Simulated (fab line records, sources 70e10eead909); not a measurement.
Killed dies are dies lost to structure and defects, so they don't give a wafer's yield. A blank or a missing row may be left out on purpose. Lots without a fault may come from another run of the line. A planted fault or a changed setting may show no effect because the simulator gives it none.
A struck lot beside a sound one | flow nand_harc | 14 steps out of a route of 1302
Sound: wafers L853.1, L853.3, L853.4. Struck: wafers L851.2, L851.5, L851.6. The cause comes at the end.
At each step with rows: each side's tool, then ch and its chambers, then its first start. Under that, the readings that differ: sound wafers | struck wafers | difference of the means | sigmas: that difference in standard deviations of wafers without a fault.
alike: readings whose means differ by less than 2 such deviations, and words and numbers that are the same on both sides. not compared: withheld readings, readings that some wafer has no value for, bounds like >300 that may hide the same value, and numbers for which the record gives no deviation and whose values overlap.
The two part at a step that has a row with sigmas, a row that says differs or no value, or rows on one side only. Numbers that don't overlap but have no deviation are shown without sigmas and don't part them. A reading that every wafer of one side lacks parts them only if that side has two wafers or more.

first, 1 step without rows for these wafers: NHARC_A_DECK1_JOINT_CVD_12 (deposits poly-Si, target thk 90 nm, time 1800 s).
NHARC_A_DECK1_JOINT_CMP_13: polishes, target thk 51.023 nm.
  sound on cmp-04 ch 0,2,3, day 19 01:08; struck on cmp-02 ch 1,2,3, day 18 21:31
  alike: motor_current_A, slurry_flow_ml_min, time_to_endpoint_s
NHARC_A_DECK1_JOINT_THK_MEAS_14: measures by ellipsometry.
  sound on film_metro-01, day 19 01:23; struck on film_metro-02, day 18 21:43
  alike: thk_nm
then, 1 step without rows for these wafers: NHARC_A_DECK1_JOINT_SRD_04.
NHARC_A_DECK1_JOINT_ETCHBACK_00: etches the open film in HBr, target depth 30 nm, time 17.4 s.
  sound on rie_si-03 ch 0,1,3, day 19 01:31; struck on rie_si-02 ch 0,2,3, day 18 21:52
  alike: drypump_motor_current_A, oes_product_au, throttle_valve_pct
  not compared: rf_hours_counter_h
then, 7 steps without rows for these wafers: NHARC_A_DECK1_JOINT_PRECLEAN_30 (cleans in SC1); NHARC_A_DECK1_JOINT_SRD_31; NHARC_A_DECK1_JOINT_CVD_34 (deposits SiNx, target thk 20 nm); NHARC_A_DECK1_JOINT_DEP_06 (deposits SiOx, target thk 80 nm); NHARC_A_DECK1_JOINT_CURE_26 (time 32 s); NHARC_A_DECK1_JOINT_ANNEAL_27 (time 3600 s); NHARC_A_DECK1_JOINT_ANNEAL_28 (time 1800 s).
NHARC_A_DECK1_JOINT_ANNEAL_29: time 1800 s.
  sound on furnace-02 ch 0, day 19 17:32; struck on furnace-02, day 19 17:32
  no value came back on the struck wafers for ramp_down_c_per_min, ramp_up_c_per_min, spike_tc_top_C (C), zone_power_bottom_pct (%); on the sound wafers ramp_down_c_per_min reads 3.0009 2.9996 2.9999
NHARC_A_DECK1_JOINT_CMP_02: polishes SiOx.
  sound on cmp-04 ch 0,1,3, day 19 20:13; struck on cmp-02 ch 1,2, day 19 20:14
  alike: motor_current_A, slurry_flow_ml_min

WHERE THEY PART
Only at NHARC_A_DECK1_JOINT_ANNEAL_29, within this record. Later steps at which nothing parts them and some readings are alike: NHARC_A_DECK1_JOINT_CMP_02.

WHY: what the simulator had put in
Skipped step whole: furnace-02, from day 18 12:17 on, at NHARC_A_DECK1_JOINT_ANNEAL_29. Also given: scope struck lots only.
